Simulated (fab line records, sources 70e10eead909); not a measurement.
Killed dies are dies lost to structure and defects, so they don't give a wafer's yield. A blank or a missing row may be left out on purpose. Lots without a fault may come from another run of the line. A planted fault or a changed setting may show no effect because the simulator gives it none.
fab line records | flow nand_harc
record lots=6 wafers=18 last_day=24
route steps=1159 shown A_ONON_D1@426 END@1159
lots that met no fault: from a run of the same line without faults
start_h: hours from the record's first day to the start of the lot's first wafer shown | wait_h: hours since the lot's step before | " the same as in the row above | L1.1+2: a row that stands for several wafers | - no value, or no start given | * or withheld: withheld | < > ~ a bound
route shown NAME@n: a module of which the file shows steps, and the number in the route of the first | usual: mean/standard deviation of fault-free wafers | same: alike in all rows | chamber/n: place in a boat | sites: the reading at each site | _std_site: their standard deviation | _edge_site: outer sites' mean less inner sites' | radius_mm: how far each site lies from the wafer's centre | mask NAME#n: copy n | behind: the tool/chamber that last shaped the wafer | hold: why the lot was held/for how many hours/how that ended | device: the transistor (n, p or np) that didn't switch | end of line: the same wafers' tests at the end of the route | a step without rows: its recipe alone | killed: dies lost to structure and defects at the first sort, not the wafer's yield | map: a wafer's dies, x killed, . not, _ none there
set.NAME: the setting as run; set.NAME@STEP: as run at that earlier step | model.NAME: the simulator's own value behind a step, which no gauge read
lots at some steps of the route; a table a step, a row a wafer
services: from which hour (start_h, from the record's first day; less than 0 if before it) a tool's chamber was out of use, for how many hours, and why
## steps
# step NHARC_A_ONON_D1_DEP_03
# recipe target_thk_a=10000 n2_flow_sccm=2750 n2o_flow_sccm=2000 nh3_flow_sccm=500 sih4_flow_sccm=210 temp_c=400
# step NHARC_A_ONON_D1_THK_MEAS_05
# recipe thk_meas_gauge=ellipsometry
# usual thk_nm=1001/8.4
# columns lot.wafer tool chamber start_h wait_h thk_nm
L705.4 film_metro-02 - 167.62 - 1005
L705.5 " - " " 1007
L705.6 " - " " 1006
L715.1 film_metro-01 - 221.12 - 1002
L715.5 " - " " 1001
L715.6 " - " " 1000
L720.1 film_metro-01 - 235.23 - 996
L720.2 " - " " 995
L720.4 " - " " 996
L717.1 film_metro-01 - 235.24 - 1001
L717.2 " - " " 1003
L717.5 " - " " 1003
L719.3 film_metro-01 - 246.87 - 998
L719.5 " - " " 997
L719.6 " - " " 998
L726.3 film_metro-02 - 284.16 - 1002
L726.5 " - " " 1001
L726.6 " - " " 1001
# step NHARC_A_ONON_D1_DEP_06
# recipe target_thk_a=10000 n2_flow_sccm=2750 n2o_flow_sccm=2000 nh3_flow_sccm=500 sih4_flow_sccm=210 temp_c=400
# step NHARC_A_ONON_D1_THK_MEAS_08
# recipe thk_meas_gauge=ellipsometry
# usual thk_nm=998/11
# columns lot.wafer tool chamber start_h wait_h thk_nm
L705.4 film_metro-02 - 168.19 - 1011
L705.5 " - " " 1012
L705.6 " - " " 1014
L715.1 film_metro-01 - 221.69 - 998
L715.5 " - " " 999
L715.6 " - " " 998
L720.1 film_metro-01 - 235.79 - 990
L720.2 " - " " 993
L720.4 " - " " 993
L717.1 film_metro-02 - 235.80 - 1010
L717.2 " - " " 1012
L717.5 " - " " 1011
L719.3 film_metro-01 - 247.91 - 997
L719.5 " - " " 1000
L719.6 " - " " 1001
L726.3 film_metro-02 - 284.73 - 992
L726.5 " - " " 990
L726.6 " - " " 990
# step NHARC_A_ONON_D1_DEP_09
# recipe target_thk_a=10000 n2_flow_sccm=2750 n2o_flow_sccm=2000 nh3_flow_sccm=500 sih4_flow_sccm=210 temp_c=400
# step NHARC_A_ONON_D1_THK_MEAS_11
# recipe thk_meas_gauge=ellipsometry
# usual thk_nm=1000/8.8
# columns lot.wafer tool chamber start_h wait_h thk_nm
L705.4 film_metro-01 - 168.76 - 1005
L705.5 " - " " 1004
L705.6 " - " " 1003
L715.1 film_metro-02 - 222.28 - 1000
L715.5 " - " " 998
L715.6 " - " " 998
L720.1 film_metro-02 - 236.36 - 1004
L720.2 " - " " 1003
L720.4 " - " " 1002
L717.1 film_metro-02 - 236.37 - 990
L717.2 " - " " 992
L717.5 " - " " 992
L719.3 film_metro-01 - 248.48 - 997
L719.5 " - " " 997
L719.6 " - " " 996
L726.3 film_metro-02 - 285.30 - 1004
L726.5 " - " " 1004
L726.6 " - " " 1003
# step NHARC_A_ONON_D1_DEP_12
# recipe target_thk_a=10000 n2_flow_sccm=2750 n2o_flow_sccm=2000 nh3_flow_sccm=500 sih4_flow_sccm=210 temp_c=400
# step NHARC_A_ONON_D1_THK_MEAS_14
# recipe thk_meas_gauge=ellipsometry
# usual thk_nm=1001/12
# columns lot.wafer tool chamber start_h wait_h thk_nm
L705.4 film_metro-01 - 169.32 - 993
L705.5 " - " " 995
L705.6 " - " " 996
L715.1 film_metro-02 - 222.85 - 1006
L715.5 " - " " 1004
L715.6 " - " " 1002
L720.1 film_metro-02 - 236.92 - 1024
L720.2 " - " " 1024
L720.4 " - " " 1025
L717.1 film_metro-01 - 236.94 - 1006
L717.2 " - " " 1006
L717.5 " - " " 1007
L719.3 film_metro-01 - 249.07 - 988
L719.5 " - " " 988
L719.6 " - " " 987
L726.3 film_metro-01 - 285.87 - 1005
L726.5 " - " " 1006
L726.6 " - " " 1005
# step NHARC_A_ONON_D1_ANNEAL_15
# recipe temp_c=750 time_s=3600
# step NHARC_A_ONON_D1_DEP_16
# recipe target_thk_a=10000 n2_flow_sccm=2750 n2o_flow_sccm=2000 nh3_flow_sccm=500 sih4_flow_sccm=210 temp_c=400
# step NHARC_A_ONON_D1_THK_MEAS_18
# recipe thk_meas_gauge=ellipsometry
# usual thk_nm=997/11
# columns lot.wafer tool chamber start_h wait_h thk_nm
L705.4 film_metro-01 - 177.42 - 990
L705.5 " - " " 990
L705.6 " - " " 991
L715.1 film_metro-01 - 230.03 - 994
L715.5 " - " " 992
L715.6 " - " " 993
L720.1 film_metro-02 - 244.04 - 998
L720.2 " - " " 1001
L720.4 " - " " 998
L717.1 film_metro-01 - 244.39 - 1009
L717.2 " - " " 1009
L717.5 " - " " 1009
L719.3 film_metro-01 - 258.59 - 1000
L719.5 " - " " 1001
L719.6 " - " " 999
L726.3 film_metro-01 - 292.97 - 988
L726.5 " - " " 988
L726.6 " - " " 988
# step NHARC_A_ONON_D1_DEP_19
# recipe target_thk_a=10000 n2_flow_sccm=2750 n2o_flow_sccm=2000 nh3_flow_sccm=500 sih4_flow_sccm=210 temp_c=400
# columns lot.wafer tool chamber start_h wait_h
L705.4+5+6 pecvd_onon-01 0 177.65 0.2
L715.1+5+6 pecvd_onon-01 0 230.08 0.1
L720.1+2+4 pecvd_onon-01 0 244.24 0.2
L717.1+2+5 pecvd_onon-01 0 244.58 0.2
L719.3+5+6 pecvd_onon-04 0 258.76 0.2
L726.3+5+6 pecvd_onon-04 0 293.14 0.2
# step NHARC_A_ONON_D1_THK_MEAS_21
# recipe thk_meas_gauge=ellipsometry
# usual thk_nm=1002/11
# columns lot.wafer tool chamber start_h wait_h thk_nm
L705.4 film_metro-01 - 177.99 - 998
L705.5 " - " " 996
L705.6 " - " " 997
L715.1 film_metro-02 - 230.59 - 1017
L715.5 " - " " 1019
L715.6 " - " " 1017
L720.1 film_metro-01 - 244.74 - 1572
L720.2 " - " " 1571
L720.4 " - " " 1571
L717.1 film_metro-02 - 245.10 - 1599
L717.2 " - " " 1600
L717.5 " - " " 1597
L719.3 film_metro-01 - 259.18 - 1007
L719.5 " - " " 1007
L719.6 " - " " 1005
L726.3 film_metro-02 - 293.54 - 1012
L726.5 " - " " 1011
L726.6 " - " " 1010
# step NHARC_A_ONON_D1_DEP_22
# recipe target_thk_a=10000 n2_flow_sccm=2750 n2o_flow_sccm=2000 nh3_flow_sccm=500 sih4_flow_sccm=210 temp_c=400
# step NHARC_END_SORT_01
# recipe temp_c=25
# usual killed_at_array=25/9.2 killed_at_other=0.9/1.3 killed_at_periphery=3.3/2.3 killed_dies=29/9.6 killed_open=3.2/1.8 killed_short=2/1.4
# same gross_dies=677
# columns lot.wafer tool chamber start_h wait_h killed_at_array killed_at_other killed_at_periphery killed_dies killed_open killed_short
L717.1 prober-02 0 520.08 2.5 669 1 7 677 2 4
L717.2 prober-02 0 520.87 2.8 675 0 2 677 2 2
L717.5 prober-02 0 523.25 3.7 673 0 4 677 1 1
L720.1 prober-01 0 529.50 2.5 668 6 3 677 3 4
L720.2 prober-01 0 530.31 2.8 670 3 4 677 3 3
L720.4 prober-01 0 531.91 3.4 670 1 6 677 3 1
L719.3 prober-02 0 543.60 3.1 21 1 4 26 4 1
L719.5 prober-02 0 545.16 3.6 16 4 2 22 3 4
L719.6 prober-02 0 545.94 3.9 25 5 0 30 1 2
L726.3 prober-02 0 576.60 3.1 31 2 6 39 3 0
L726.5 prober-02 0 578.20 3.7 44 0 10 54 7 2
L726.6 prober-02 0 579.00 4.0 33 2 4 39 0 2
# killed by level:class
L717.1 A_ONON_D1:area_dep=640 A_CHANNEL_HOLE_D1:chamber_film_flake=17 P_ZERO_WELL:chamber_film_flake=4 P_GATE:chamber_film_flake=2 A_STAIRCASE:chamber_film_flake=2 A_WL_FILL:chamber_film_flake=2 A_CONTACT:chamber_film_flake=2 P_BONDPAD:geometric_particle:open=1
L717.2 A_ONON_D1:area_dep=647 A_CHANNEL_HOLE_D1:chamber_film_flake=18 P_ZERO_WELL:chamber_film_flake=2 A_CONTACT:chamber_film_flake=2 A_SOURCE_PLATE:geometric_particle:open=1 A_SOURCE_PLATE:geometric_particle:short=1 A_ONON_D1:geometric_particle:short=1 A_CHANNEL_FILL_D1:geometric_particle:open=1
L717.5 A_ONON_D1:area_dep=645 A_CHANNEL_HOLE_D1:chamber_film_flake=17 A_ZERO_WELL:chamber_film_flake=4 A_CONTACT:chamber_film_flake=3 P_GATE:chamber_film_flake=2 A_BLC:geometric_particle:open=1 A_BLC:geometric_particle:short=1 P_ZERO_WELL:chamber_film_flake=1
L720.1 A_ONON_D1:area_dep=654 THIN_TSV:chamber_film_flake=6 A_CHANNEL_HOLE_D1:chamber_film_flake=3 A_STAIRCASE:chamber_film_flake=3 A_CONTACT:chamber_film_flake=2 P_GATE:geometric_particle:open=1 P_M0:geometric_particle:open=1 A_CHANNEL_FILL_D1:geometric_particle:short=1
L720.2 A_ONON_D1:area_dep=657 A_CHANNEL_HOLE_D1:chamber_film_flake=3 A_STAIRCASE:chamber_film_flake=3 THIN_TSV:chamber_film_flake=3 P_CONTACT:chamber_film_flake=2 P_CONTACT:geometric_particle:open=1 A_CHANNEL_FILL_D1:geometric_particle:open=1 A_CHANNEL_FILL_D1:geometric_particle:short=1
L720.4 A_ONON_D1:area_dep=656 A_CHANNEL_HOLE_D1:chamber_film_flake=5 A_STAIRCASE:chamber_film_flake=3 A_CONTACT:chamber_film_flake=3 P_CONTACT:chamber_film_flake=2 P_GATE:geometric_particle:short=1 P_M0:geometric_particle:open=1 P_M1:geometric_particle:open=1
L719.3 A_STAIRCASE:chamber_film_flake=9 A_SLIT:chamber_film_flake=4 A_CHANNEL_HOLE_D1:chamber_film_flake=3 P_CONTACT:geometric_particle:open=2 A_CONTACT:chamber_film_flake=2 P_M1:geometric_particle:open=1 A_SGD_CUT:geometric_particle:short=1 A_M0:geometric_particle:open=1
L719.5 A_STAIRCASE:chamber_film_flake=4 THIN_TSV:chamber_film_flake=4 A_SLIT:chamber_film_flake=3 A_CHANNEL_HOLE_D1:chamber_film_flake=2 A_CONTACT:chamber_film_flake=2 P_CONTACT:geometric_particle:open=1 P_CONTACT:geometric_particle:short=1 A_SGD_CUT:geometric_particle:short=1
L719.6 A_STAIRCASE:chamber_film_flake=11 A_CHANNEL_HOLE_D1:chamber_film_flake=5 THIN_TSV:chamber_film_flake=5 A_SLIT:chamber_film_flake=3 A_CONTACT:chamber_film_flake=3 A_ONON_D1:geometric_particle:short=2 A_CONTACT:geometric_particle:open=1
L726.3 A_CHANNEL_HOLE_D1:chamber_film_flake=19 A_SLIT:chamber_film_flake=6 P_STI:chamber_film_flake=2 P_M2:chamber_film_flake=2 A_WL_FILL:chamber_film_flake=2 A_CONTACT:chamber_film_flake=2 P_CONTACT:geometric_particle:open=1 A_CONTACT:geometric_particle:open=1
L726.5 A_CHANNEL_HOLE_D1:chamber_film_flake=18 A_SLIT:chamber_film_flake=12 P_M2:chamber_film_flake=6 A_CONTACT:chamber_film_flake=4 P_CONTACT:geometric_particle:open=2 A_CHANNEL_FILL_D1:geometric_particle:open=2 A_CONTACT:geometric_particle:open=2 P_GATE:chamber_film_flake=2
L726.6 A_CHANNEL_HOLE_D1:chamber_film_flake=12 A_SLIT:chamber_film_flake=11 A_CONTACT:chamber_film_flake=6 P_M2:chamber_film_flake=2 A_WL_FILL:chamber_film_flake=2 THIN_TSV:chamber_film_flake=2 P_CONTACT:geometric_particle:short=1 A_CONTACT:geometric_particle:short=1
# map L717.1 (x killed, . not)
____________x____________
_________xxxxxxx_________
_______xxxxxxxxxxx_______
______xxxxxxxxxxxxx______
_____xxxxxxxxxxxxxxx_____
____xxxxxxxxxxxxxxxxx____
____xxxxxxxxxxxxxxxxx____
___xxxxxxxxxxxxxxxxxxx___
___xxxxxxxxxxxxxxxxxxx___
__xxxxxxxxxxxxxxxxxxxxx__
__xxxxxxxxxxxxxxxxxxxxx__
_xxxxxxxxxxxxxxxxxxxxxxx_
_xxxxxxxxxxxxxxxxxxxxxxx_
_xxxxxxxxxxxxxxxxxxxxxxx_
_xxxxxxxxxxxxxxxxxxxxxxx_
_xxxxxxxxxxxxxxxxxxxxxxx_
xxxxxxxxxxxxxxxxxxxxxxxxx
xxxxxxxxxxxxxxxxxxxxxxxxx
xxxxxxxxxxxxxxxxxxxxxxxxx
xxxxxxxxxxxxxxxxxxxxxxxxx
xxxxxxxxxxxxxxxxxxxxxxxxx
_xxxxxxxxxxxxxxxxxxxxxxx_
_xxxxxxxxxxxxxxxxxxxxxxx_
_xxxxxxxxxxxxxxxxxxxxxxx_
_xxxxxxxxxxxxxxxxxxxxxxx_
_xxxxxxxxxxxxxxxxxxxxxxx_
__xxxxxxxxxxxxxxxxxxxxx__
__xxxxxxxxxxxxxxxxxxxxx__
___xxxxxxxxxxxxxxxxxxx___
___xxxxxxxxxxxxxxxxxxx___
____xxxxxxxxxxxxxxxxx____
____xxxxxxxxxxxxxxxxx____
_____xxxxxxxxxxxxxxx_____
______xxxxxxxxxxxxx______
_______xxxxxxxxxxx_______
_________xxxxxxx_________
____________x____________
# map L720.1 (x killed, . not)
____________x____________
_________xxxxxxx_________
_______xxxxxxxxxxx_______
______xxxxxxxxxxxxx______
_____xxxxxxxxxxxxxxx_____
____xxxxxxxxxxxxxxxxx____
____xxxxxxxxxxxxxxxxx____
___xxxxxxxxxxxxxxxxxxx___
___xxxxxxxxxxxxxxxxxxx___
__xxxxxxxxxxxxxxxxxxxxx__
__xxxxxxxxxxxxxxxxxxxxx__
_xxxxxxxxxxxxxxxxxxxxxxx_
_xxxxxxxxxxxxxxxxxxxxxxx_
_xxxxxxxxxxxxxxxxxxxxxxx_
_xxxxxxxxxxxxxxxxxxxxxxx_
_xxxxxxxxxxxxxxxxxxxxxxx_
xxxxxxxxxxxxxxxxxxxxxxxxx
xxxxxxxxxxxxxxxxxxxxxxxxx
xxxxxxxxxxxxxxxxxxxxxxxxx
xxxxxxxxxxxxxxxxxxxxxxxxx
xxxxxxxxxxxxxxxxxxxxxxxxx
_xxxxxxxxxxxxxxxxxxxxxxx_
_xxxxxxxxxxxxxxxxxxxxxxx_
_xxxxxxxxxxxxxxxxxxxxxxx_
_xxxxxxxxxxxxxxxxxxxxxxx_
_xxxxxxxxxxxxxxxxxxxxxxx_
__xxxxxxxxxxxxxxxxxxxxx__
__xxxxxxxxxxxxxxxxxxxxx__
___xxxxxxxxxxxxxxxxxxx___
___xxxxxxxxxxxxxxxxxxx___
____xxxxxxxxxxxxxxxxx____
____xxxxxxxxxxxxxxxxx____
_____xxxxxxxxxxxxxxx_____
______xxxxxxxxxxxxx______
_______xxxxxxxxxxx_______
_________xxxxxxx_________
____________x____________
## services
# columns tool chamber start_h hours kind
pecvd_onon-01 - 195.00 13.0 pm
pecvd_onon-04 - 237.00 13.0 pm
## key
first_sign step=NHARC_A_ONON_D1_THK_MEAS_21 reading=thk_nm direction=up sigmas=52 usual=1002 struck=1585
effect step=NHARC_END_SORT_01 reading=killed_at_array direction=up sigmas=70 usual=25 struck=671
more_kills_born_at NHARC_A_ONON_D1_DEP_19@pecvd_onon-01=3899
met_at NHARC_A_ONON_D1_DEP_19
struck_wafers L717.1,L717.2,L717.5,L720.1,L720.2,L720.4
later_rows_left_out L717.1,L717.2,L717.5,L720.1,L720.2,L720.4
tester_left_out L717,L720
onset_between 230.08 244.24
fault kind=process_parameter_drift tool=pecvd_onon-01 chamber=- onset_h=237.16 steps=NHARC_A_ONON_D1_DEP_19 channel=target_thk_a offset=* shape=step end_h=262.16 acts_in=* stated=*
# tester_left_out: of these lots the tester's yield and bins aren't shown, on N5 and GAA mostly nor the transistor test; their killed dies are dies lost to structure and defects alone, not to doping, threshold or leakage, so they don't give the yield
# later_rows_left_out: the simulator's readings of these wafers behind a module that went badly wrong aren't trusted and aren't shown, but for the sort
